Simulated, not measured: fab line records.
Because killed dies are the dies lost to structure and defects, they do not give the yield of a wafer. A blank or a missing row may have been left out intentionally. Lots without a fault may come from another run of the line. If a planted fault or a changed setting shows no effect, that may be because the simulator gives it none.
Chamber matching + flow n5Finfet + rieDiel-04 running N5_BEOL_M12_DESCUM_15: 4 sister chambers
The step chemistry O2, time 7.9 s. 18 wafers are shown with their chamber, then 9 later ones without.

== WAFERS, EACH WITH ITS CHAMBER ==
| wafer  | chamber | showerheadPlenumPTorr (Torr) | drypumpMotorCurrentA (A) | throttleValvePct (%) |
|--------|---------|------------------------------|--------------------------|----------------------|
| L075.2 | 2       | 2.02                         | 5.3                      | 20.52                |
| L075.4 | 0       | 2.02                         | 5.5                      | 20.30                |
| L075.6 | 0       | 2.02                         | 5.5                      | 20.30                |
| L080.1 | 1       | 2.24                         | 5.4                      | 20.30                |
| L080.3 | 2       | 2.02                         | 5.3                      | 20.52                |
| L080.5 | 2       | 2.02                         | 5.3                      | 20.52                |
| L086.1 | 0       | 2.02                         | 5.5                      | 20.33                |
| L086.2 | 1       | 2.24                         | 5.3                      | 20.34                |
| L086.5 | 0       | 2.02                         | 5.4                      | 20.34                |
| L085.1 | 0       | 2.02                         | 5.5                      | 20.32                |
| L085.3 | 1       | 2.24                         | 5.3                      | 20.33                |
| L085.6 | 3       | 2.13                         | 4.8                      | 20.72                |
| L089.2 | 0       | 2.01                         | 5.5                      | 20.35                |
| L089.5 | 2       | 2.01                         | 5.3                      | 20.54                |
| L089.6 | 1       | 2.23                         | 5.3                      | 20.35                |
| L088.1 | 1       | 2.23                         | 5.3                      | 20.35                |
| L088.3 | 2       | 2.01                         | 5.3                      | 20.55                |
| L088.6 | 2       | 2.01                         | 5.3                      | 20.55                |

SIGNATURES (averages over the wafers above)
| reading               | chamber 0 | chamber 1 | chamber 2 | chamber 3 | scatter within a chamber |
|-----------------------|-----------|-----------|-----------|-----------|--------------------------|
| showerheadPlenumPTorr | 2.0183    | 2.2360    | 2.0150    | 2.1300    | 0.00502                  |
| drypumpMotorCurrentA  | 5.483     | 5.320     | 5.300     | 4.800     | 0.0342                   |
| throttleValvePct      | 20.3233   | 20.3340   | 20.5333   | 20.7200   | 0.0189                   |
Rule: distance of a wafer from a chamber = root of the sum over the readings of ((wafer's reading minus chamber's mean) / reading's scatter) squared. The wafer belongs to the nearest chamber; if the next one is less than 2 further off, it can't be placed. The scatter: the root of (the sum of the squares of (reading less its chamber's mean) over the shown wafers, divided by (wafers less chambers)).

== WAFERS WITH NO CHAMBER GIVEN ==
| wafer  | showerheadPlenumPTorr (Torr) | drypumpMotorCurrentA (A) | throttleValvePct (%) |
|--------|------------------------------|--------------------------|----------------------|
| L092.2 | 2.13                         | 4.8                      | 20.26                |
| L092.3 | 2.23                         | 5.3                      | 20.37                |
| L092.5 | 2.01                         | 5.5                      | 20.36                |
| L093.3 | 2.13                         | 4.9                      | 20.25                |
| L093.5 | 2.23                         | 5.3                      | 20.37                |
| L093.6 | 2.28                         | 5.3                      | 20.01                |
| L094.1 | 2.28                         | 5.3                      | 20.02                |
| L094.3 | 2.13                         | 4.8                      | 20.27                |
| L094.5 | 2.01                         | 5.5                      | 20.36                |

== WHICH CHAMBER EACH ONE RAN IN ==
| wafer  | from the rows above     | in truth                   |
|--------|-------------------------|----------------------------|
| L092.2 | can't be placed: 3 or 1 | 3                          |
| L092.3 | 1                       | 1                          |
| L092.5 | 0                       | 0                          |
| L093.3 | can't be placed: 1 or 3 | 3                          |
| L093.5 | 1                       | 1                          |
| L093.6 | 1                       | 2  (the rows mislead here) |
| L094.1 | 1                       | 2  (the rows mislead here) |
| L094.3 | 3                       | 3                          |
| L094.5 | 0                       | 0                          |
5 of 9 placed correctly. Unplaceable from these rows: 2, with the true chamber sitting among the candidates in 2. Wrongly placed: 2.
